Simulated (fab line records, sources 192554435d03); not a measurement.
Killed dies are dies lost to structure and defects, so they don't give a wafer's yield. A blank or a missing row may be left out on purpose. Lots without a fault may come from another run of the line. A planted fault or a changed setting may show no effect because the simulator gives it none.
A struck lot beside a sound one | flow n5_finfet | 14 steps out of a route of 1938
Sound: wafers L532.1, L532.4, L532.6. Struck: wafers L547.2, L547.5, L547.6. The cause comes at the end.
At each step with rows: each side's tool, then ch and its chambers, then its first start. Under that, the readings that differ: sound wafers | struck wafers | difference of the means | sigmas: that difference in standard deviations of wafers without a fault.
alike: readings whose means differ by less than 2 such deviations, and words and numbers that are the same on both sides. not compared: withheld readings, readings that some wafer has no value for, bounds like >300 that may hide the same value, and numbers for which the record gives no deviation and whose values overlap.
The two part at a step that has a row with sigmas, a row that says differs or no value, or rows on one side only. Numbers that don't overlap but have no deviation are shown without sigmas and don't part them. A reading that every wafer of one side lacks parts them only if that side has two wafers or more.

first, 2 steps without rows for these wafers: N5_BEOL_M15_DEVELOP_27 (develop time 45 s); N5_BEOL_M15_HARDBAKE_32 (time 120 s).
N5_BEOL_M15_CD_MEAS_28: target cd 407.6 nm.
  sound on cd_sem-02 ch 0, day 12 15:17; struck on cd_sem-02 ch 0, day 17 00:05
  alike: cd_nm
N5_BEOL_M15_OVL_MEAS_29:
  sound on overlay-01 ch 0, day 12 15:19; struck on overlay-01 ch 0, day 17 00:07
  alike: M15_OVL
N5_BEOL_M15_INSPECT_30: inspects for defects (macro).
  sound on defect_inspect-02, day 12 15:21; struck on defect_inspect-01, day 17 00:08
  alike: raw_defect_count
N5_BEOL_M15_DESCUM_33: chemistry O2, time 7.9 s.
  sound on rie_diel-06 ch 0,3, day 12 15:25; struck on rie_diel-05 ch 0,3, day 17 00:11
  alike: chamber_pressure_mTorr, drypump_motor_current_A, oes_product_au, rf_vpp_V, showerhead_plenum_p_Torr, throttle_valve_pct
  not compared: rf_hours_counter_h
N5_BEOL_M15_ETCH_61: etches BARC in N2/H2, target depth 89 nm, overetch 26.7 nm, time 67.9 s.
  sound on rie_diel-06 ch 0,3, day 12 15:27; struck on rie_diel-05 ch 0,3, day 17 00:13
  alike: chamber_pressure_mTorr, drypump_motor_current_A, oes_product_au, rf_vpp_V, showerhead_plenum_p_Torr, throttle_valve_pct
  not compared: rf_hours_counter_h
N5_BEOL_M15_TRENCH_ETCH_34: etches SiO2 in C4F8/O2/Ar, target depth 872.93 nm, time 199 s.
  sound on rie_diel-06 ch 0,3, day 12 15:31; struck on rie_diel-05 ch 0,3, day 17 00:16
  alike: C4F8_flow_sccm, chamber_pressure_mTorr, drypump_motor_current_A, oes_ar_750_au, oes_product_au, rf_vpp_V, showerhead_plenum_p_Torr, throttle_valve_pct
  not compared: rf_hours_counter_h
N5_BEOL_M15_STRIP_36: strips in O2.
  sound on rie_diel-05 ch 0,2,3, day 12 21:11; struck on rie_diel-05 ch 0,3, day 17 01:05
  alike: chamber_pressure_mTorr, drypump_motor_current_A, oes_product_au, rf_vpp_V, showerhead_plenum_p_Torr, throttle_valve_pct
  not compared: rf_hours_counter_h
N5_BEOL_M15_STRIP_62: strips in O2.
  sound on rie_diel-05 ch 0,2,3; struck on rie_diel-05 ch 0,3
  alike: chamber_pressure_mTorr, drypump_motor_current_A, oes_product_au, rf_vpp_V, showerhead_plenum_p_Torr, throttle_valve_pct
  not compared: rf_hours_counter_h
then, 1 step without rows for these wafers: N5_BEOL_M15_STRIP_37 (strips in O2).
N5_BEOL_M15_ETCH_38: etches SiCN in CF4/N2, target depth 106.4 nm, time 120.5 s.
  sound on rie_diel-05 ch 0,2,3, day 12 21:18; struck on rie_diel-05 ch 0,3, day 17 01:13
  reading                  | sound             | struck            | difference | sigmas
  oes_product_au (a.u.)    | 0.82 0.80 0.92    | 1.02 1.02 1.13    | +0.21      | +2
  model.etch.depth_nm (nm) | 96.43 95.81 95.53 | 144.2 144.7 142.9 | +48.0      |
  alike: chamber_pressure_mTorr, drypump_motor_current_A, rf_vpp_V, showerhead_plenum_p_Torr, throttle_valve_pct
  not compared: rf_hours_counter_h
then, 2 steps without rows for these wafers: N5_BEOL_M15_PRECLEAN_39 (cleans in residue remover, time 60 s); N5_PASSIVATION_PROBE_49.

WHERE THEY PART
Only at N5_BEOL_M15_ETCH_38, within this record.

WHY: what the simulator had put in
Process parameter drift: rie_diel-05, from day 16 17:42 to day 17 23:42, at N5_BEOL_M15_ETCH_38. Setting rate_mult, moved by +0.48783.
